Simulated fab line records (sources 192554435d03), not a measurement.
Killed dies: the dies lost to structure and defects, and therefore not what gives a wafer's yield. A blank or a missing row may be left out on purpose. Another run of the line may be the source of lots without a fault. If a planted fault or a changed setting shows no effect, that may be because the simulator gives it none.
Matching of chambers / flow n5Finfet / N5_BEOL_M15_ILD_DEP_00 on pecvd-01 has 3 sister chambers
The step deposits SiO2 from TEOS/O2, target thk 1629.3 nm, time 346.1 s. 14 wafers are shown with their chamber, then 7 later ones without.

## WAFERS WITH THEIR CHAMBER
wafer=L559.2; chamber=0; throttleValvePct (%)=19.7; showerheadPlenumPTorr (Torr)=8.39; heaterPowerW (W)=684
wafer=L559.3; chamber=2; throttleValvePct (%)=15.9; showerheadPlenumPTorr (Torr)=8.35; heaterPowerW (W)=545
wafer=L559.5; chamber=0; throttleValvePct (%)=19.7; showerheadPlenumPTorr (Torr)=8.42; heaterPowerW (W)=533
wafer=L560.1; chamber=1; throttleValvePct (%)=17.4; showerheadPlenumPTorr (Torr)=8.34; heaterPowerW (W)=614
wafer=L560.5; chamber=1; throttleValvePct (%)=17.5; showerheadPlenumPTorr (Torr)=8.32; heaterPowerW (W)=489
wafer=L560.6; chamber=0; throttleValvePct (%)=19.7; showerheadPlenumPTorr (Torr)=8.38; heaterPowerW (W)=693
wafer=L562.2; chamber=2; throttleValvePct (%)=15.9; showerheadPlenumPTorr (Torr)=8.35; heaterPowerW (W)=463
wafer=L562.5; chamber=0; throttleValvePct (%)=20.0; showerheadPlenumPTorr (Torr)=8.39; heaterPowerW (W)=537
wafer=L562.6; chamber=1; throttleValvePct (%)=17.6; showerheadPlenumPTorr (Torr)=8.32; heaterPowerW (W)=504
wafer=L570.2; chamber=2; throttleValvePct (%)=16.1; showerheadPlenumPTorr (Torr)=8.35; heaterPowerW (W)=481
wafer=L570.3; chamber=1; throttleValvePct (%)=17.6; showerheadPlenumPTorr (Torr)=8.33; heaterPowerW (W)=508
wafer=L570.5; chamber=1; throttleValvePct (%)=17.8; showerheadPlenumPTorr (Torr)=8.31; heaterPowerW (W)=611
wafer=L571.1; chamber=1; throttleValvePct (%)=17.5; showerheadPlenumPTorr (Torr)=8.34; heaterPowerW (W)=624
wafer=L571.5; chamber=1; throttleValvePct (%)=17.7; showerheadPlenumPTorr (Torr)=8.31; heaterPowerW (W)=624

SIGNATURES (averages over the wafers above)
reading=throttleValvePct; chamber 0=19.775; chamber 1=17.586; chamber 2=15.967; scatter within a chamber=0.136
reading=showerheadPlenumPTorr; chamber 0=8.3950; chamber 1=8.3243; chamber 2=8.3500; scatter within a chamber=0.013
reading=heaterPowerW; chamber 0=611.75; chamber 1=567.71; chamber 2=496.33; scatter within a chamber=68.4
Rule: for each reading, subtract the chamber's mean from the wafer's reading, divide by that reading's scatter and square the result; add these up over the readings and take the root, which gives the wafer's distance from the chamber. The wafer belongs to the nearest chamber; if the next one is less than 2 further off, it can't be placed. The scatter is the square root of a quotient: the sum, over the shown wafers, of each reading's squared deviation from its chamber's mean, divided by wafers minus chambers.

## WAFERS WHOSE CHAMBER IS MISSING
wafer=L571.6; throttleValvePct (%)=16.1; showerheadPlenumPTorr (Torr)=8.34; heaterPowerW (W)=444
wafer=L577.1; throttleValvePct (%)=16.3; showerheadPlenumPTorr (Torr)=8.35; heaterPowerW (W)=537
wafer=L577.2; throttleValvePct (%)=20.3; showerheadPlenumPTorr (Torr)=8.40; heaterPowerW (W)=565
wafer=L577.3; throttleValvePct (%)=17.6; showerheadPlenumPTorr (Torr)=8.32; heaterPowerW (W)=649
wafer=L580.2; throttleValvePct (%)=20.1; showerheadPlenumPTorr (Torr)=8.42; heaterPowerW (W)=588
wafer=L580.3; throttleValvePct (%)=16.0; showerheadPlenumPTorr (Torr)=8.35; heaterPowerW (W)=510
wafer=L580.4; throttleValvePct (%)=17.6; showerheadPlenumPTorr (Torr)=8.33; heaterPowerW (W)=632

## WHICH CHAMBER EACH WENT THROUGH
wafer=L571.6; from the rows above=2; in truth=2
wafer=L577.1; from the rows above=2; in truth=2
wafer=L577.2; from the rows above=0; in truth=0
wafer=L577.3; from the rows above=1; in truth=1
wafer=L580.2; from the rows above=0; in truth=0
wafer=L580.3; from the rows above=2; in truth=2
wafer=L580.4; from the rows above=1; in truth=1
7 of 7 placed correctly. Not placeable from these rows: 0. 0 placed wrongly.
